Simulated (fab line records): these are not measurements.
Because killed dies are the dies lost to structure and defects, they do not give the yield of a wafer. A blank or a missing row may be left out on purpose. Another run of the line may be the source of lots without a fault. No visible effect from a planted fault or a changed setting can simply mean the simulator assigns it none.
Split-lot experiment	flow n5 finfet	21 wafers read across 7 lots, on a route 1938 steps long

== THE SPLIT ITSELF ==
At N5_BEOL_M4_EXPOSE_08 (exposes mask M4), the setting dose mj was moved away from the recipe's 41.25 on 3 of the 21 wafers read, by -2.7% to +6.7%. This setting was run at the recipe's value on the other wafers.

== FROM THE SPLIT TO THE READING: what the file shows between them, 11 steps ==
- N5_BEOL_M4_PEB_09: peb time 60 s
- N5_BEOL_M4_DEVELOP_10: develop time 30 s
- N5_BEOL_M4_DESCUM_16: chemistry O2, time 7 s
- N5_BEOL_M4_ETCH_74: etches underlayer in N2/H2, target depth 6.5 nm, time 5.2 s
- N5_BEOL_M4_ETCH_63: etches SiARC in CF4, target depth 15.6 nm, time 26 s
- N5_BEOL_M4_ETCH_64: etches SOC in N2/H2, target depth 75 nm, overetch 22.5 nm, time 121.9 s (also split here: bias w)
- N5_BEOL_M4_STRIP_65: strips in N2/H2
- N5_BEOL_M4_STRIP_75: strips in N2/H2
- N5_BEOL_M4_STRIP_66: strips in CF4
- N5_BEOL_M4_HM_OPEN_17: chemistry Cl2/BCl3, target TiN, target depth 20 nm, overetch 6 nm
- N5_BEOL_M4_STRIP_19: strips in O2

== THE READING ==
cd nm, in nm, at N5_BEOL_M4_CD_MEAS_18 (pitch 36 nm, target cd 18 nm). Typical for fault-free wafers on this fab line: 17.9 nm, with standard deviation 0.3 nm.

wafer	tool, chamber at the split	dose mj as run	against the recipe	cd nm, nm	against lot-mates on the recipe
L075.4	euv scanner-02, 0	41.25	recipe	18.2	-
L075.5	euv scanner-02, 0	41.25	recipe	18.2	-
L075.6	euv scanner-02, 0	41.25	recipe	17.9	-
L080.2	euv scanner-01, 0	41.25	recipe	18.1	-
L080.4	euv scanner-01, 0	41.25	recipe	18.0	-
L080.6	euv scanner-01, 0	41.25	recipe	18.2	-
L087.1	euv scanner-01, 0	41.25	recipe	17.6	-
L087.2	euv scanner-01, 0	41.25	recipe	17.9	-
L087.5	euv scanner-01, 0	41.25	recipe	18.1	-
L091.1	euv scanner-02, 0	40.13	-2.7%	17.7	-0.4
L091.3	euv scanner-02, 0	40.13	-2.7%	17.7	-0.4
L091.5	euv scanner-02, 0	41.25	recipe	18.1	-
L092.2	euv scanner-02, 0	41.25	recipe	18.0	-
L092.3	euv scanner-02, 0	41.25	recipe	18.0	-
L092.4	euv scanner-02, 0	44	+6.7%	19.2	+1.2
L096.1	euv scanner-02, 0	41.25	recipe	18.3	-
L096.2	euv scanner-02, 0	41.25	recipe	18.6	-
L096.5	euv scanner-02, 0	41.25	recipe	18.0	-
L095.1	euv scanner-02, 0	41.25	recipe	18.3	-
L095.4	euv scanner-02, 0	41.25	recipe	18.3	-
L095.6	euv scanner-02, 0	41.25	recipe	18.1	-

FIT RESULTS
A straight line over all 21 wafers: cd nm changes by +0.16 nm for each +1% of dose mj; r = +0.81; the points scatter about the line by 0.2 nm.
The same after taking each lot's own level away (the mean of its wafers on the recipe; 21 wafers): +0.172 nm for each +1%; r = +0.90; scatter 0.15 nm.
That fit puts the effect of the largest move of dose mj on the reading at 1.1 nm.
Measured against the standard deviation above, the lots' own levels, which go from 17.87 to 18.30 nm, span 1.4 times it.
The two slopes are in agreement: the lot-to-lot level therefore moves the slope only a little.
Check: +0.982 nm against its lot-mates is what the line predicts for one of the wafers moved furthest among these (+6.7%) when that wafer is left out of the fit. It came out at +1.2 nm against them.

== OTHER SPLITS APPLIED TO THESE WAFERS ==
Note: prior to the reading, these wafers also went through further splits. Each is held against what the fit with the lots' levels taken away leaves over:
other split on the same wafers	wafers away from the commonest value	r with cd nm (lot level and that fit taken away)
N5_BEOL_M2_DESCUM_33 time s	6	-0.06
N5_BEOL_M4_ETCH_64 bias w	4	-0.22

== THE WHOLE CHAIN: every reading that the file lists as answering this split, in the file's order ==
step	what it does	reading	change (the file's fit)	r (the file's)
N5_BEOL_M4_ETCH_74	etches underlayer in N2/H2, target depth 6.5 nm, time 5.2 s	BEOL_M4.cd offset nm (the simulator's own value, which no gauge read)	+0.193 nm for each +1% of the setting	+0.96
N5_BEOL_M4_ETCH_63	etches SiARC in CF4, target depth 15.6 nm, time 26 s	BEOL_M4.cd offset nm (the simulator's own value, which no gauge read)	+0.222 nm for each +1% of the setting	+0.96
N5_BEOL_M4_ETCH_64	etches SOC in N2/H2, target depth 75 nm, overetch 22.5 nm, time 121.9 s	BEOL_M4.cd offset nm (the simulator's own value, which no gauge read)	+0.227 nm for each +1% of the setting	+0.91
N5_BEOL_M4_HM_OPEN_17	chemistry Cl2/BCl3, target TiN, target depth 20 nm, overetch 6 nm	BEOL_M4.cd offset nm (the simulator's own value, which no gauge read)	+0.214 nm for each +1% of the setting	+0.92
N5_BEOL_M4_CD_MEAS_18	pitch 36 nm, target cd 18 nm	cd nm	+0.171 nm for each +1% of the setting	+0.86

== THE FILE'S OWN FIT ==
cd nm changes by +0.171 nm for each +1% of dose mj, r = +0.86.
